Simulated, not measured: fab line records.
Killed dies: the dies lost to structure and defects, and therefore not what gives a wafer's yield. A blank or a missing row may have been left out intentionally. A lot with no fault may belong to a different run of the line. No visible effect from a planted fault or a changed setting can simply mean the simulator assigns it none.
fab line records	flow nand-harc
record lots=6	wafers=18	last-day=24
route steps=1159 shown A_SOURCE_PLATE@418 A_ONON_D1@424 END@1159
lots untouched by any fault: they come from a run of this same line in which no faults occurred
start-h: hours from the record's first day to the start of the lot's first wafer shown	wait-h: hours since the lot's step before	" the same as in the row above	L1.1+2: one row covering several wafers at once	- no value, or no start given	* or withheld: withheld	< > ~ a bound
route shown NAME@n: a module of which the file shows steps, and the number in the route of the first	usual: mean/standard deviation of fault-free wafers	same: alike in all rows	chamber/n: place in a boat	sites: the reading at each site	_std_site: their standard deviation	_edge_site: inner sites' mean taken away from outer sites' mean	radius-mm: for every site, how far away it sits from the centre of the wafer	mask NAME#n: copy n	behind: tool/chamber where the wafer was last shaped	hold: the reason the lot was held/the length of the hold in hours/how it ended	device: transistor that didn't switch, given as n, p or np	end of line: at the end of the route, the tests of the same wafers	step lacking rows: just its recipe	killed: at the first sort, the dies lost to defects and structure; wafer yield is something else	map: a wafer's dies, marking killed ones x, the rest . and places with no die _
set.NAME: the setting as run; set.NAME@STEP: as run at that earlier step	model.NAME: the simulator's own value behind a step, which no gauge read
certain route steps with their lots: each step a table, each wafer a row
services: the hour from which a tool's chamber was out of use, counted from the record's first day as start-h (under 0 if before that day), plus the number of hours and why
## steps
# step NHARC_A_SOURCE_PLATE_CVD_03
# recipe target-thk-a=2000	temp-c=620	pressure-mtorr=200	time-s=4000	material=poly-Si
# step NHARC_A_SOURCE_PLATE_ANNEAL_05
# recipe temp-c=850	time-s=1800
# step NHARC_A_SOURCE_PLATE_THK_MEAS_06
# recipe thk-meas-gauge=ellipsometry
# usual thk-nm=200.0/2
lot.wafer	tool	chamber	start-h	wait-h	thk-nm
L953.2	film-metro-02	-	163.55	0.4	202.0
L953.4	"	-	"	"	200.4
L953.5	"	-	"	"	201.8
L954.1	film-metro-02	-	170.86	0.4	200.1
L954.2	"	-	"	"	199.8
L954.4	"	-	"	"	196.5
L961.1	film-metro-01	-	203.54	0.4	198.9
L961.2	"	-	"	"	199.0
L961.5	"	-	"	"	198.9
L964.1	film-metro-01	-	220.47	0.4	199.7
L964.3	"	-	"	"	201.2
L964.5	"	-	"	"	198.9
L971.2	film-metro-01	-	257.47	0.4	203.8
L971.3	"	-	"	"	202.0
L971.6	"	-	"	"	200.7
L974.1	film-metro-01	-	276.58	0.4	199.1
L974.3	"	-	"	"	200.0
L974.4	"	-	"	"	197.3
# step NHARC_A_SOURCE_PLATE_INSPECT_08
# usual raw-defect-count=55/20
lot.wafer	tool	chamber	start-h	wait-h	raw-defect-count
L953.2	defect-inspect-02	-	163.61	0.0	20
L953.4	"	-	"	"	28
L953.5	"	-	"	"	40
L954.1	defect-inspect-01	-	170.93	0.0	30
L954.2	"	-	"	"	58
L954.4	"	-	"	"	27
L961.1	defect-inspect-01	-	203.60	0.0	64
L961.2	"	-	"	"	82
L961.5	"	-	"	"	65
L964.1	defect-inspect-02	-	220.53	0.0	63
L964.3	"	-	"	"	55
L964.5	"	-	"	"	46
L971.2	defect-inspect-01	-	257.58	0.0	39
L971.3	"	-	"	"	46
L971.6	"	-	"	"	24
L974.1	defect-inspect-01	-	276.68	0.0	59
L974.3	"	-	"	"	75
L974.4	"	-	"	"	62
# step NHARC_A_ONON_D1_DEP_00
# recipe target-thk-a=10000	n2-flow-sccm=2750	n2o-flow-sccm=2000	nh3-flow-sccm=500	sih4-flow-sccm=210	temp-c=400
# step NHARC_A_ONON_D1_THK_MEAS_02
# recipe thk-meas-gauge=ellipsometry
# usual thk-nm=1004/8.2
lot.wafer	tool	chamber	start-h	wait-h	thk-nm
L953.2	film-metro-02	-	164.20	-	1005
L953.4	"	-	"	"	1003
L953.5	"	-	"	"	1002
L954.1	film-metro-01	-	171.50	-	1005
L954.2	"	-	"	"	1005
L954.4	"	-	"	"	1005
L961.1	film-metro-01	-	204.18	-	1003
L961.2	"	-	"	"	1006
L961.5	"	-	"	"	1003
L964.1	film-metro-02	-	221.11	-	997
L964.3	"	-	"	"	995
L964.5	"	-	"	"	995
L971.2	film-metro-01	-	258.17	-	1004
L971.3	"	-	"	"	1006
L971.6	"	-	"	"	1005
L974.1	film-metro-02	-	277.28	-	1006
L974.3	"	-	"	"	1006
L974.4	"	-	"	"	1005
# step NHARC_A_ONON_D1_DEP_03
# recipe target-thk-a=10000	n2-flow-sccm=2750	n2o-flow-sccm=2000	nh3-flow-sccm=500	sih4-flow-sccm=210	temp-c=400
# step NHARC_A_ONON_D1_THK_MEAS_05
# recipe thk-meas-gauge=ellipsometry
# usual thk-nm=1000/9.1
lot.wafer	tool	chamber	start-h	wait-h	thk-nm
L953.2	film-metro-02	-	164.76	-	982
L953.4	"	-	"	"	982
L953.5	"	-	"	"	981
L954.1	film-metro-01	-	172.06	-	994
L954.2	"	-	"	"	992
L954.4	"	-	"	"	994
L961.1	film-metro-02	-	204.74	-	1017
L961.2	"	-	"	"	1017
L961.5	"	-	"	"	1017
L964.1	film-metro-01	-	221.68	-	1004
L964.3	"	-	"	"	1006
L964.5	"	-	"	"	1004
L971.2	film-metro-01	-	258.84	-	1010
L971.3	"	-	"	"	1011
L971.6	"	-	"	"	1011
L974.1	film-metro-01	-	277.85	-	999
L974.3	"	-	"	"	999
L974.4	"	-	"	"	998
# step NHARC_A_ONON_D1_DEP_06
# recipe target-thk-a=10000	n2-flow-sccm=2750	n2o-flow-sccm=2000	nh3-flow-sccm=500	sih4-flow-sccm=210	temp-c=400
# step NHARC_A_ONON_D1_THK_MEAS_08
# recipe thk-meas-gauge=ellipsometry
# usual thk-nm=999/11
lot.wafer	tool	chamber	start-h	wait-h	thk-nm
L953.2	film-metro-01	-	165.33	-	997
L953.4	"	-	"	"	997
L953.5	"	-	"	"	998
L954.1	film-metro-01	-	172.63	-	998
L954.2	"	-	"	"	998
L954.4	"	-	"	"	999
L961.1	film-metro-01	-	205.31	-	1011
L961.2	"	-	"	"	1010
L961.5	"	-	"	"	1010
L964.1	film-metro-02	-	222.27	-	996
L964.3	"	-	"	"	995
L964.5	"	-	"	"	995
L971.2	film-metro-01	-	259.55	-	995
L971.3	"	-	"	"	993
L971.6	"	-	"	"	993
L974.1	film-metro-01	-	278.41	-	1001
L974.3	"	-	"	"	1000
L974.4	"	-	"	"	1001
# step NHARC_A_ONON_D1_DEP_09
# recipe target-thk-a=10000	n2-flow-sccm=2750	n2o-flow-sccm=2000	nh3-flow-sccm=500	sih4-flow-sccm=210	temp-c=400
lot.wafer	tool	chamber	start-h	wait-h
L953.2+4+5	pecvd-onon-01	0	165.44	0.1
L954.1+2+4	pecvd-onon-02	0	172.68	0.1
L961.1+2+5	pecvd-onon-02	0	205.36	0.1
L964.1+3+5	pecvd-onon-02	0	222.32	0.1
L971.2+3+6	pecvd-onon-01	0	259.67	0.1
L974.1+3+4	pecvd-onon-01	0	278.46	0.1
# step NHARC_A_ONON_D1_THK_MEAS_11
# recipe thk-meas-gauge=ellipsometry
# usual thk-nm=999/11
lot.wafer	tool	chamber	start-h	wait-h	thk-nm
L953.2	film-metro-01	-	165.90	-	974
L953.4	"	-	"	"	973
L953.5	"	-	"	"	973
L954.1	film-metro-02	-	173.19	-	1012
L954.2	"	-	"	"	1012
L954.4	"	-	"	"	1013
L961.1	film-metro-02	-	205.88	-	1505
L961.2	"	-	"	"	1506
L961.5	"	-	"	"	1505
L964.1	film-metro-01	-	222.84	-	1518
L964.3	"	-	"	"	1519
L964.5	"	-	"	"	1518
L971.2	film-metro-01	-	260.12	-	999
L971.3	"	-	"	"	998
L971.6	"	-	"	"	999
L974.1	film-metro-02	-	278.97	-	1001
L974.3	"	-	"	"	1003
L974.4	"	-	"	"	1002
# step NHARC_A_ONON_D1_DEP_12
# recipe target-thk-a=10000	n2-flow-sccm=2750	n2o-flow-sccm=2000	nh3-flow-sccm=500	sih4-flow-sccm=210	temp-c=400
# step NHARC_END_SORT_01
# recipe temp-c=25
# usual killed-at-array=29/11	killed-at-other=0.7/1.1	killed-at-periphery=3.1/2	killed-dies=33/11	killed-open=3.5/1.8	killed-short=2.0/1.4
# same gross-dies=677
lot.wafer	tool	chamber	start-h	wait-h	killed-at-array	killed-at-other	killed-at-periphery	killed-dies	killed-open	killed-short
L961.1	prober-01	0	495.78	2.5	673	0	4	677	7	3
L961.2	prober-01	0	496.57	2.8	673	1	3	677	3	2
L961.5	prober-01	0	498.94	3.7	675	0	2	677	5	2
L964.1	prober-02	0	507.51	2.5	671	0	6	677	5	1
L964.3	prober-02	0	509.13	3.1	674	1	2	677	5	3
L964.5	prober-02	0	510.74	3.7	674	0	3	677	5	2
# killed by level:class
L961.1 A_ONON_D1:area-dep=643 A_CHANNEL_HOLE_D1:chamber-film-flake=17 A_CONTACT:chamber-film-flake=3 A_SGD_CUT:geometric-particle:short=2 A_BLC:geometric-particle:open=2 A_STAIRCASE:chamber-film-flake=2 P_GATE:geometric-particle:short=1 P_M0:geometric-particle:open=1
L961.2 A_ONON_D1:area-dep=651 A_CHANNEL_HOLE_D1:chamber-film-flake=11 A_CONTACT:chamber-film-flake=3 A_CHANNEL_FILL_D1:chamber-film-flake=2 P_M1:geometric-particle:short=1 A_CHANNEL_HOLE_D1:geometric-particle:open=1 A_CHANNEL_FILL_D1:geometric-particle:open=1 A_M0:geometric-particle:open=1
L961.5 A_ONON_D1:area-dep=647 A_CHANNEL_HOLE_D1:chamber-film-flake=13 A_STAIRCASE:chamber-film-flake=6 A_CONTACT:geometric-particle:open=3 P_CONTACT:geometric-particle:open=2 A_M0:chamber-film-flake=2 A_SOURCE_PLATE:geometric-particle:short=1 A_ONON_D1:geometric-particle:short=1
L964.1 A_ONON_D1:area-dep=642 A_CHANNEL_HOLE_D1:chamber-film-flake=16 P_GATE:chamber-film-flake=3 A_BONDPAD:chamber-film-flake=3 A_CONTACT:chamber-film-flake=2 P_CONTACT:geometric-particle:open=1 P_M1:geometric-particle:open=1 A_SOURCE_PLATE:geometric-particle:open=1
L964.3 A_ONON_D1:area-dep=637 A_CHANNEL_HOLE_D1:chamber-film-flake=16 A_WL_FILL:chamber-film-flake=5 A_BONDPAD:chamber-film-flake=4 A_STAIRCASE:chamber-film-flake=4 A_CHANNEL_FILL_D1:geometric-particle:open=2 A_CONTACT:chamber-film-flake=2 P_M2:geometric-particle:open=1
L964.5 A_ONON_D1:area-dep=649 A_CHANNEL_HOLE_D1:chamber-film-flake=9 P_GATE:chamber-film-flake=3 A_CONTACT:chamber-film-flake=3 A_CHANNEL_FILL_D1:geometric-particle:open=2 A_CONTACT:geometric-particle:open=2 A_STAIRCASE:chamber-film-flake=2 A_M0:chamber-film-flake=2
# map L961.1 (x killed, . not)
____________x____________
_________xxxxxxx_________
_______xxxxxxxxxxx_______
______xxxxxxxxxxxxx______
_____xxxxxxxxxxxxxxx_____
____xxxxxxxxxxxxxxxxx____
____xxxxxxxxxxxxxxxxx____
___xxxxxxxxxxxxxxxxxxx___
___xxxxxxxxxxxxxxxxxxx___
__xxxxxxxxxxxxxxxxxxxxx__
__xxxxxxxxxxxxxxxxxxxxx__
_xxxxxxxxxxxxxxxxxxxxxxx_
_xxxxxxxxxxxxxxxxxxxxxxx_
_xxxxxxxxxxxxxxxxxxxxxxx_
_xxxxxxxxxxxxxxxxxxxxxxx_
_xxxxxxxxxxxxxxxxxxxxxxx_
xxxxxxxxxxxxxxxxxxxxxxxxx
xxxxxxxxxxxxxxxxxxxxxxxxx
xxxxxxxxxxxxxxxxxxxxxxxxx
xxxxxxxxxxxxxxxxxxxxxxxxx
xxxxxxxxxxxxxxxxxxxxxxxxx
_xxxxxxxxxxxxxxxxxxxxxxx_
_xxxxxxxxxxxxxxxxxxxxxxx_
_xxxxxxxxxxxxxxxxxxxxxxx_
_xxxxxxxxxxxxxxxxxxxxxxx_
_xxxxxxxxxxxxxxxxxxxxxxx_
__xxxxxxxxxxxxxxxxxxxxx__
__xxxxxxxxxxxxxxxxxxxxx__
___xxxxxxxxxxxxxxxxxxx___
___xxxxxxxxxxxxxxxxxxx___
____xxxxxxxxxxxxxxxxx____
____xxxxxxxxxxxxxxxxx____
_____xxxxxxxxxxxxxxx_____
______xxxxxxxxxxxxx______
_______xxxxxxxxxxx_______
_________xxxxxxx_________
____________x____________
# map L964.1 (x killed, . not)
____________x____________
_________xxxxxxx_________
_______xxxxxxxxxxx_______
______xxxxxxxxxxxxx______
_____xxxxxxxxxxxxxxx_____
____xxxxxxxxxxxxxxxxx____
____xxxxxxxxxxxxxxxxx____
___xxxxxxxxxxxxxxxxxxx___
___xxxxxxxxxxxxxxxxxxx___
__xxxxxxxxxxxxxxxxxxxxx__
__xxxxxxxxxxxxxxxxxxxxx__
_xxxxxxxxxxxxxxxxxxxxxxx_
_xxxxxxxxxxxxxxxxxxxxxxx_
_xxxxxxxxxxxxxxxxxxxxxxx_
_xxxxxxxxxxxxxxxxxxxxxxx_
_xxxxxxxxxxxxxxxxxxxxxxx_
xxxxxxxxxxxxxxxxxxxxxxxxx
xxxxxxxxxxxxxxxxxxxxxxxxx
xxxxxxxxxxxxxxxxxxxxxxxxx
xxxxxxxxxxxxxxxxxxxxxxxxx
xxxxxxxxxxxxxxxxxxxxxxxxx
_xxxxxxxxxxxxxxxxxxxxxxx_
_xxxxxxxxxxxxxxxxxxxxxxx_
_xxxxxxxxxxxxxxxxxxxxxxx_
_xxxxxxxxxxxxxxxxxxxxxxx_
_xxxxxxxxxxxxxxxxxxxxxxx_
__xxxxxxxxxxxxxxxxxxxxx__
__xxxxxxxxxxxxxxxxxxxxx__
___xxxxxxxxxxxxxxxxxxx___
___xxxxxxxxxxxxxxxxxxx___
____xxxxxxxxxxxxxxxxx____
____xxxxxxxxxxxxxxxxx____
_____xxxxxxxxxxxxxxx_____
______xxxxxxxxxxxxx______
_______xxxxxxxxxxx_______
_________xxxxxxx_________
____________x____________
## services
tool	chamber	start-h	hours	kind
pecvd-onon-01	-	195.00	13.0	pm
pecvd-onon-01	-	231.01	8.7	repair
pecvd-onon-01	-	241.36	5.8	repair
## key
first-sign step=NHARC_A_ONON_D1_THK_MEAS_11	reading=thk-nm	direction=up	sigmas=46	usual=999	struck=1512
effect step=NHARC_END_SORT_01	reading=killed-dies	direction=up	sigmas=61	usual=33	struck=677
more-kills-born-at NHARC_A_ONON_D1_DEP_09@pecvd-onon-02=3869
met-at NHARC_A_ONON_D1_DEP_09
struck-wafers L961.1,L961.2,L961.5,L964.1,L964.3,L964.5
later-rows-left-out L961.1,L961.2,L961.5,L964.1,L964.3,L964.5
tester-left-out L961,L964
onset-between 172.68 205.36
fault kind=process-parameter-drift	tool=pecvd-onon-02	chamber=-	onset-h=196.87	steps=NHARC_A_ONON_D1_DEP_09	channel=target-thk-a	offset=*	shape=step	end-h=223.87	acts-in=*	stated=*
# tester-left-out: of these lots the tester's yield and bins aren't shown, on N5 and GAA mostly nor the transistor test; their killed dies are dies lost to structure and defects alone, not to doping, threshold or leakage, so they don't give the yield
# later-rows-left-out: the simulator's readings of these wafers behind a module that went badly wrong aren't trusted and aren't shown, but for the sort
